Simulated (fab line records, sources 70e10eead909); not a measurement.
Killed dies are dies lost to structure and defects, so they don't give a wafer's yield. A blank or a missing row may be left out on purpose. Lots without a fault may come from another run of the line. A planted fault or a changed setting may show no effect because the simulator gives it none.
One fault seen from 2 desks | flow nand_harc | each desk has only its own numbers; what lay behind them comes last

THE TOOL OWNER'S DESK: cvd_w-01
The tool's own readings at NHARC_A_CONTACT_CVD_19 (deposits W, target thk 300 nm, time 802 s): means of the sampled wafers that have a number, for each lot that ran on this tool. A lot is out of limits, marked OUT, if its mean lies more than 4 standard deviations from the usual mean; the brackets give that distance.
Columns: A = heater_power_w at NHARC_A_CONTACT_CVD_19, usual 461 W; B = mfc_ar_sccm at NHARC_A_CONTACT_CVD_19, usual 1559 sccm; C = throttle_valve_pct at NHARC_A_CONTACT_CVD_19, usual 7.92 %
lot  | first seen here | A   | B    | C
L360 | day 17 01:31    | 464 | 1556 | 7.95
L363 | day 17 20:43    | 462 | 1561 | 7.99
L362 | day 18 15:49    | 464 | 1558 | 7.99
L366 | day 18 21:01    | 468 | 1565 | 8.05
L367 | day 18 22:05    | 458 | 1559 | 8.07
L369 | day 19 13:30    | 467 | 1558 | 7.90
L370 | day 20 01:11    | 461 | 1554 | 8.06
L374 | day 20 07:13    | 464 | 1557 | 8.19
L375 | day 20 17:37    | 473 | 1558 | 7.97
This desk's finding: nothing out of limits on any of the 9 lots.

THE METROLOGY DESK
What the gauges read, lot by lot, whatever tool the lot ran on: means of the sampled wafers that have a number. A lot is out of limits, marked OUT, if its mean lies more than 4 standard deviations from the usual mean; the brackets give that distance.
Columns: A = thk_nm at NHARC_A_BONDPAD_THK_MEAS_30, usual 200.2 nm
lot  | first seen here | A
L360 | day 18 01:11    | 201.4
L363 | day 18 11:04    | 198.0
L361 | day 18 13:12    | 201.6
L362 | day 19 08:07    | 199.8
L365 | day 19 08:12    | 198.7
L366 | day 19 17:22    | 200.6
L367 | day 19 17:29    | 201.4
L369 | day 20 03:38    | 200.2
L370 | day 20 18:13    | 200.6
L374 | day 20 21:33    | 200.1
L372 | day 21 02:59    | 199.5
L375 | day 21 13:46    | 199.3
L381 | day 23 03:58    | 197.9
L380 | day 23 04:41    | 197.8
This desk's finding: nothing out of limits on any of the 14 lots.

PUT TOGETHER
The tool owner's desk saw nothing out of limits.
The metrology desk saw nothing out of limits.

WHAT THE SIMULATOR HAD PUT IN
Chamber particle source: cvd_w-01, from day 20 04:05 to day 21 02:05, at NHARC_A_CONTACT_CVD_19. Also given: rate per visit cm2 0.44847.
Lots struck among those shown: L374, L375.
